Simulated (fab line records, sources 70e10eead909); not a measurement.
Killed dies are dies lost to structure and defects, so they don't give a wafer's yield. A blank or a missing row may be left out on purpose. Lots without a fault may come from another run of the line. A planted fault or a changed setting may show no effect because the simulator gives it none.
A struck lot beside a sound one | flow nand_harc | 14 steps out of a route of 1302
Sound: wafers L781.1, L781.3, L781.5. Struck: wafers L774.1, L774.3, L774.6. The cause comes at the end.
At each step with rows: each side's tool, then ch and its chambers, then its first start. Under that, the readings that differ: sound wafers | struck wafers | difference of the means | sigmas: that difference in standard deviations of wafers without a fault.
alike: readings whose means differ by less than 2 such deviations, and words and numbers that are the same on both sides. not compared: withheld readings, readings that some wafer has no value for, bounds like >300 that may hide the same value, and numbers for which the record gives no deviation and whose values overlap.
The two part at a step that has a row with sigmas, a row that says differs or no value, or rows on one side only. Numbers that don't overlap but have no deviation are shown without sigmas and don't part them. A reading that every wafer of one side lacks parts them only if that side has two wafers or more.

NHARC_A_CONTACT_ETCH_138: etches the open film in C4F8/O2/Ar, time 311 s, target depth 1914 nm.
  sound on har_cap_etch-01 ch 1, day 31 08:55; struck on har_cap_etch-03 ch 0,1, day 28 09:03
  alike: oes_air_line_au
  not compared: rf_hours_counter_h
then, 2 steps without rows for these wafers: NHARC_A_CONTACT_ETCH_139 (etches the open film in C4F8/O2/Ar, time 195 s, target depth 840 nm); NHARC_A_CONTACT_ETCH_92 (etches the open film in CH3F/O2, target depth 40 nm, time 85.7 s).
NHARC_A_CONTACT_ETCH_98: etches the open film in C4F6/O2, target depth 20 nm, time 10 s.
  sound on rie_diel-01 ch 1,2,3; struck on rie_diel-01 ch 0,1
  alike: c4f6_flow_sccm, drypump_motor_current_A, oes_product_au, rf_vpp_V, showerhead_plenum_p_Torr, throttle_valve_pct
  not compared: rf_hours_counter_h
NHARC_A_CONTACT_CD_MEAS_15:
  sound on cd_sem-03, day 31 09:56; struck on cd_sem-02, day 28 10:05
  alike: cd_nm
then, 3 steps without rows for these wafers: NHARC_A_CONTACT_STRIP_107 (strips in N2/H2); NHARC_A_CONTACT_STRIP_108 (strips in CF4/CHF3); NHARC_A_CONTACT_STRIP_109 (strips in O2/COS).
NHARC_A_CONTACT_ETCH_110: etches the open film in CF4/O2, target depth 60 nm, overetch 6 nm, time 33 s.
  sound on rie_diel-09 ch 0,2, day 31 10:13; struck on rie_diel-08 ch 1,3, day 28 10:23
  alike: drypump_motor_current_A, oes_product_au, rf_vpp_V, showerhead_plenum_p_Torr, throttle_valve_pct
  not compared: rf_hours_counter_h
NHARC_A_CONTACT_STRIP_26: strips in O2.
  sound on rie_diel-09 ch 2,3; struck on rie_diel-08 ch 2,3
  alike: drypump_motor_current_A, oes_product_au, rf_vpp_V, showerhead_plenum_p_Torr, throttle_valve_pct
  not compared: rf_hours_counter_h
then, 1 step without rows for these wafers: NHARC_A_CONTACT_STRIP_27 (strips in post etch residue remover, time 600 s).
NHARC_A_CONTACT_ALD_18: deposits TiN, target thk 3 nm, pulse time 1 s, ald cycles 150.
  sound on ald_metal-04 ch 0,1,3, day 31 10:52; struck on ald_metal-03 ch 0,1, day 28 11:02
  alike: heater_power_w, precursor_pulse_height_rel
NHARC_A_CONTACT_CVD_19: deposits W, target thk 300 nm, time 802 s.
  sound on cvd_w-01 ch 0, day 31 11:04; struck on cvd_w-02 ch 0,1, day 28 11:16
  no value came back on the struck wafers for chamber_pressure_Torr (Torr), heater_power_outer_w (W), heater_power_w (W), throttle_valve_pct (%); on the sound wafers chamber_pressure_Torr (Torr) reads 40.09 39.95 40.13
NHARC_A_CONTACT_CMP_20: polishes, t overpolish 30 s, target thk 300 nm.
  sound on cmp-03 ch 1,3, day 31 11:57; struck on cmp-04 ch 0,1, day 28 12:08
  reading                | sound          | struck      | difference | sigmas
  time_to_endpoint_s (s) | 61.6 63.2 61.8 | 0.0 0.0 0.1 | -62.2      | -24
  alike: motor_current_A, overpolish_run_s
  not compared: pad_life_wafers

WHERE THEY PART
First at NHARC_A_CONTACT_CVD_19; last, within this record, at NHARC_A_CONTACT_CMP_20.

WHY: what the simulator had put in
Skipped step whole: cvd_w-02, from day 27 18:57 on, at NHARC_A_CONTACT_CVD_19. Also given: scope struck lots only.
